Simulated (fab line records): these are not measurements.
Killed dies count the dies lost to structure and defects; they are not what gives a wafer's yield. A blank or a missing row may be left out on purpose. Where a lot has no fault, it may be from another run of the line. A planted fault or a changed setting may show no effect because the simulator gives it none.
One fault through the eyes of 2 desks :: flow n5Finfet :: every desk sees just its own numbers, and what lay behind them comes last

FROM THE METROLOGY DESK
Means of the sampled wafers that have a number, per lot and without regard to the tool the lot ran on: this is what the gauges read. The brackets show how far a lot's mean lies from the usual mean; more than 4 standard deviations puts the lot out of limits, marked OUT. Only the readings that lie furthest out on some lot appear, 7 of the 10 it has.
Columns: A = DIBL_N at N5_BEOL_M4_RC_MEAS_101, usual 36.5 mV/V; B = DIBL_P at N5_BEOL_M4_RC_MEAS_101, usual 36.3 mV/V; C = IOFF_N at N5_BEOL_M4_RC_MEAS_101, usual 0.16 nA/um; D = IOFF_P at N5_BEOL_M4_RC_MEAS_101, usual 0.21 nA/um; E = ION_N at N5_BEOL_M4_RC_MEAS_101, usual 676 uA/um; F = SS_N at N5_BEOL_M4_RC_MEAS_101, usual 71.5 mV/dec; G = VT_N at N5_BEOL_M4_RC_MEAS_101, usual 249 mV
lot: L183
first seen here: day 8 15:58
A: 37.5
B: 36.8
C: 0.18
D: 0.22
E: 679
F: 71.5
G: 248

lot: L198
first seen here: day 11 19:35
A: 35.5
B: 35.1
C: 0.14
D: 0.19
E: 666
F: 72.0
G: 252

lot: L197
first seen here: day 12 00:52
A: 33.0
B: 32.7
C: 0.11
D: 0.16
E: 661
F: 70.9
G: 256

lot: L200
first seen here: day 12 18:28
A: 37.1
B: 38.4
C: 0.21
D: 0.25
E: 688
F: 72.5
G: 246

lot: L202
first seen here: day 13 01:22
A: 37.3
B: 37.9
C: 0.17
D: 0.22
E: 680
F: 71.6
G: 250
This desk's finding: nothing out of limits on any of the 5 lots.

THE TOOL OWNER'S DESK: lithoTrack-04
The tool's own readings at N5_BEOL_M0_SAQP_COAT_69 (time 60 s, resist thk 90 nm): means of the sampled wafers that have a number, for each lot that ran on this tool. The brackets show how far a lot's mean lies from the usual mean; more than 4 standard deviations puts the lot out of limits, marked OUT.
Columns: A = resistLineTempC at N5_BEOL_M0_SAQP_COAT_69, usual 22.99 C; B = spinSpeedRpm at N5_BEOL_M0_SAQP_COAT_69, usual 1500.0 rpm
lot: L183
first seen here: day 5 18:48
A: 23.13
B: 1500.1

lot: L197
first seen here: day 9 08:31
A: 22.98
B: 1563.5 (+64) OUT

lot: L198
first seen here: day 9 13:26
A: 23.06
B: 1563.3 (+63) OUT

lot: L200
first seen here: day 10 01:31
A: 22.98
B: 1562.4 (+62) OUT
This desk's finding: out of limits on L197, L198, L200; first on L197, day 9 08:31 (spinSpeedRpm at N5_BEOL_M0_SAQP_COAT_69). Within limits: L183.

ALL TOGETHER
The tool owner's desk had the chance to raise an alarm at day 9 08:31 on L197, L198, L200.
Metrology desk: nothing out of limits seen.
The metrology desk has L197, L198, L200 on record, within its limits.
Of the lots named, all ran N5_BEOL_M0_SAQP_COAT_69 on lithoTrack-04.

WHAT HAD BEEN PUT IN BY THE SIMULATOR
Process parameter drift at N5_BEOL_M0_SAQP_COAT_69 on lithoTrack-04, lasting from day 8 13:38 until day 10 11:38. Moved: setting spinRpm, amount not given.
Lots struck among those shown: L197, L198, L200.
Each desk's first reading out of limits, in hours after the fault started: the tool owner's desk, 19.
